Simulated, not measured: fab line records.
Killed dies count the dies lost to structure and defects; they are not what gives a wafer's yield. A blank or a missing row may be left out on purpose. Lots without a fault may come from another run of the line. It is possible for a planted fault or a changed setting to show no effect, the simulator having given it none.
Matching of chambers	flow n5 finfet	N5_BEOL_M11_DEP_56 on pecvd-02: 3 sister chambers
The step deposits SiCN from 3MS/NH3, target thk 30 nm, time 10.5 s. 16 wafers are shown with their chamber, then 8 later ones without.

## EACH WAFER AND ITS CHAMBER
wafer	chamber	throttle valve pct (%)	showerhead plenum p Torr (Torr)
L077.2	0	18.4	4.147
L077.3	1	17.6	4.153
L077.5	1	17.6	4.152
L078.1	1	17.6	4.153
L078.2	2	17.5	4.136
L078.3	0	18.5	4.144
L078.4	2	17.4	4.135
L078.5	0	18.7	4.144
L078.6	1	17.7	4.153
L080.3	2	17.5	4.136
L080.4	2	17.3	4.127
L080.5	0	18.8	4.150
L085.1	1	17.7	4.180
L085.2	2	17.4	4.146
L085.3	0	18.6	4.158
L085.4	0	18.6	4.148

SIGNATURES, as means of the wafers listed above
reading	chamber 0	chamber 1	chamber 2	scatter within a chamber
throttle valve pct	18.600	17.640	17.420	0.104
showerhead plenum p Torr	4.14850	4.15820	4.13600	0.00838
Rule: a wafer's distance from a chamber is the root of the sum, over the readings, of the square of ((its reading less the chamber's mean) divided by the reading's scatter). If the next closest chamber is less than 2 further off than the closest, the wafer can't be placed; otherwise it belongs to the closest. The scatter is the square root of a quotient: the sum, over the shown wafers, of each reading's squared deviation from its chamber's mean, divided by wafers minus chambers.

## WAFERS WITH NO CHAMBER GIVEN
wafer	throttle valve pct (%)	showerhead plenum p Torr (Torr)
L085.5	17.5	4.168
L085.6	17.6	4.149
L084.4	17.4	4.137
L084.5	18.6	4.140
L084.6	17.6	4.150
L090.1	18.5	4.159
L090.2	17.3	4.143
L090.4	18.8	4.146

## THE CHAMBER EACH PASSED THROUGH
wafer	from the rows above	in truth
L085.5	1	1
L085.6	can't be placed: 1 or 2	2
L084.4	2	2
L084.5	0	0
L084.6	can't be placed: 1 or 2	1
L090.1	0	0
L090.2	2	2
L090.4	0	0
Correct placement for 6 of the 8. Cannot be placed on the basis of these rows: 2; the candidates contain the true chamber in 2. Wrongly placed: 0.
